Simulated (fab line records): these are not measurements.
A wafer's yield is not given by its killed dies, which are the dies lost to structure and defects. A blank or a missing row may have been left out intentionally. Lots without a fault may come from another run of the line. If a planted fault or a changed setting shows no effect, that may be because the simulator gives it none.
Matching of chambers ; flow nand_harc ; 4 sister chambers for NHARC_A_STAIRCASE_TRIM_12 on rie_diel-13
The step chemistry O2, time 211.2 s. 16 wafers are shown with their chamber, then 7 later ones without.

== WAFERS PAIRED WITH THEIR CHAMBERS ==
wafer;chamber;drypump_motor_current_A (A);showerhead_plenum_p_Torr (Torr);oes_product_au (a.u.)
L732.2;2;5.6;3.41;1.003
L732.4;0;6.5;3.46;1.014
L732.6;2;5.6;3.41;0.991
L734.1;0;6.5;3.46;1.017
L734.2;3;5.3;3.80;1.002
L734.5;1;4.8;3.44;0.987
L733.2;1;4.8;3.44;0.984
L733.3;2;5.6;3.41;0.999
L733.6;2;5.7;3.41;1.005
L737.1;3;5.2;3.78;1.005
L737.3;0;6.5;3.45;1.011
L737.5;1;4.8;3.42;0.990
L738.1;0;6.5;3.45;1.012
L738.2;2;5.6;3.39;1.008
L738.5;1;4.8;3.42;1.003
L740.3;0;6.5;3.44;1.006

SIGNATURES, as means of the wafers listed above
reading;chamber 0;chamber 1;chamber 2;chamber 3;scatter within a chamber
drypump_motor_current_A;6.500;4.800;5.620;5.250;0.0329
showerhead_plenum_p_Torr;3.4520;3.4300;3.4060;3.7900;0.01
oes_product_au;1.01200;0.99100;1.00120;1.00350;0.00615
Rule: for each reading, subtract the chamber's mean from the wafer's reading, divide by that reading's scatter and square the result; add these up over the readings and take the root, which gives the wafer's distance from the chamber. The wafer belongs to the nearest chamber; if the next one is less than 2 further off, it can't be placed. The scatter: take each reading less its chamber's mean, square it, sum over the shown wafers, divide by the number of wafers less the number of chambers, and take the root.

== WAFERS WITHOUT THEIR CHAMBER ==
wafer;drypump_motor_current_A (A);showerhead_plenum_p_Torr (Torr);oes_product_au (a.u.)
L740.5;4.8;3.42;0.994
L740.6;5.6;3.39;1.001
L739.3;4.8;3.42;0.996
L739.5;5.6;3.39;1.002
L739.6;4.8;3.42;1.003
L742.1;6.5;3.44;1.003
L742.5;5.6;3.38;0.995

== THE CHAMBER EACH PASSED THROUGH ==
wafer;from the rows above;in truth
L740.5;1;1
L740.6;2;2
L739.3;1;1
L739.5;2;2
L739.6;1;1
L742.1;0;0
L742.5;2;2
Placed correctly: 7 of 7. Can't be placed from these rows: 0. Wrongly placed: 0.
